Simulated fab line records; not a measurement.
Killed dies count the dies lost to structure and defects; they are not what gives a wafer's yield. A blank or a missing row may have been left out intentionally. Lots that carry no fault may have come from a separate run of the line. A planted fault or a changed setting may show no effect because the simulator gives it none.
Struck lot and sound lot, side by side | flow n5 finfet | 37 steps out of a route of 1938
Sound: these wafers, L870.1, L870.3, L870.5. Wafers struck: L854.1, L854.2, L854.5. At the end, the cause is stated.
For every step that has rows: the tool of each side, followed by ch and its chambers, followed by its first start. Under that, the readings that differ: sound wafers | struck wafers | difference of the means | sigmas: that difference in standard deviations of wafers without a fault.
alike: readings with means less than 2 such deviations apart, plus words and numbers identical on both sides. not compared: withheld readings, readings lacking a value on some wafer, bounds such as >300 that could conceal the same value, and numbers that have no deviation in the record and whose values overlap.
Wherever a step has rows on one side only, a row that says differs or no value, or a row with sigmas, the two part there. When numbers do not overlap yet have no deviation, they are printed without sigmas and do not part them. Lack of a reading on every wafer of one side parts them only where that side has two or more wafers.

first, 9 steps without rows for these wafers: N5_WELL_APT_COAT_19 (resist thk 950 nm); N5_WELL_APT_EBR_21; N5_WELL_APT_SOFTBAKE_20 (time 60 s); N5_WELL_APT_EXPOSE_22 (exposes mask PWELL, defocus 0 nm, target cd 200 nm); N5_WELL_APT_PEB_23 (peb time 90 s); N5_WELL_APT_DEVELOP_24 (develop time 45 s); N5_WELL_APT_HARDBAKE_29 (time 120 s); N5_WELL_APT_DESCUM_30 (chemistry O2, time 7.9 s); N5_WELL_APT_IMPLANT_31.
N5_WELL_APT_IMPLANT_32:
  sound on implanter-01 ch 0, day 7 03:22; struck on implanter-02 ch 0, day 3 03:33
  reading            | sound                            | struck                           | difference  | sigmas
  dose ions cm2      | 2.0039e+13 2.0024e+13 2.0018e+13 | 2.6544e+13 2.6532e+13 2.6543e+13 | +6.5127e+12 | +99 or more
  faraday current uA | 254 256 262                      | 336 323 350                      | +79         | +15
then, 25 steps without rows for these wafers: N5_WELL_APT_STRIP_33 (strips in SPM, time 900 s); N5_WELL_APT_RTA_34 (time 10 s); N5_WELL_APT_OXIDE_STRIP_42 (strips SiO2 in dHF, time 45 s, target depth 12 nm); N5_WELL_APT_PRECLEAN_36 (cleans in O3/DIW, time 45 s); N5_WELL_APT_PRECLEAN_39 (cleans in dHF, time 60 s); N5_WELL_APT_SRD_37 (time 30 s); N5_WELL_APT_EPI_41 (deposits Si from SiH4/H2, target thk 50 nm, time 297.7 s); N5_PMOS_HMC_CHANNEL_EPI_HM_DEP_34 (deposits SiO2 from TEOS/O2, target thk 36 nm, time 6.9 s); N5_PMOS_HMC_CHANNEL_EPI_COAT_31 (time 60 s, resist thk 66 nm); N5_PMOS_HMC_CHANNEL_EPI_COAT_03 (resist thk 205 nm); N5_PMOS_HMC_CHANNEL_EPI_EBR_05; N5_PMOS_HMC_CHANNEL_EPI_SOFTBAKE_04 (time 60 s); N5_PMOS_HMC_CHANNEL_EPI_EXPOSE_06 (exposes mask PMOS HMC BLK, target cd 240 nm); N5_PMOS_HMC_CHANNEL_EPI_PEB_07 (peb time 60 s); N5_PMOS_HMC_CHANNEL_EPI_DEVELOP_08 (develop time 30 s); N5_PMOS_HMC_CHANNEL_EPI_DESCUM_14 (chemistry O2, time 7.9 s); N5_PMOS_HMC_CHANNEL_EPI_ETCH_32 (etches BARC in N2/H2, stops on SiO2, target depth 85.8 nm, time 50.3 s); N5_PMOS_HMC_CHANNEL_EPI_HM_OPEN_15 (chemistry CHF3/O2, target SiO2, target depth 40.6 nm, time 20.3 s); N5_PMOS_HMC_CHANNEL_EPI_STRIP_33 (strips in N2/H2); N5_PMOS_HMC_CHANNEL_EPI_STRIP_17 (strips in SPM, time 750 s); N5_PMOS_HMC_CHANNEL_EPI_ETCH_38 (etches SiO2 in CF4, target depth 1.5 nm); N5_PMOS_HMC_CHANNEL_EPI_FIN_RECESS_16 (chemistry HBr/Cl2, target Si, target depth 54 nm, time 18 s); N5_PMOS_HMC_CHANNEL_EPI_PRECLEAN_36 (cleans in O3/DIW, time 45 s); N5_PMOS_HMC_CHANNEL_EPI_PRECLEAN_18 (cleans in DHF, time 30 s); N5_PMOS_HMC_CHANNEL_EPI_SRD_19 (time 30 s).
-- a jump in the record: the struck wafers' starts before and after are 6 days apart (it breaks off in module PMOS_HMC_CHANNEL_EPI and resumes in module BEOL_M4, where the first step shown is number 1111 of the route) --
N5_BEOL_M4_RC_MEAS_101:
  sound on prober-01 ch 0, day 13 22:57; struck on prober-02 ch 0, day 9 14:24
  reading | sound          | struck         | difference | sigmas
  CJ_N    | 4.25 4.45 4.27 | 4.92 4.88 5.01 | +0.61      | +8
  alike: DIBL_N, DIBL_P, IOFF_N, IOFF_P, ION_N, ION_P, SS_N, SS_P, VT_N, VT_P
-- record jumps: 4 days separate the struck wafers' starts on either side; left off in module BEOL_M4, taken up again in module PASSIVATION, whose first shown step is the route's number 1936 --
N5_PASSIVATION_PROBE_49:
  rows exist in the record for the struck wafers here (prober-02, day 14 01:57), but not for the sound ones

## WHERE THEY PART
Last at N5_PASSIVATION_PROBE_49 as far as this record goes, first at N5_WELL_APT_IMPLANT_32.

WHY: what the simulator had put in
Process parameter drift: implanter-02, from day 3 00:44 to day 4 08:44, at N5_WELL_APT_IMPLANT_32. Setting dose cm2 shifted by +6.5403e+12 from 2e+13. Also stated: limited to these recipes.
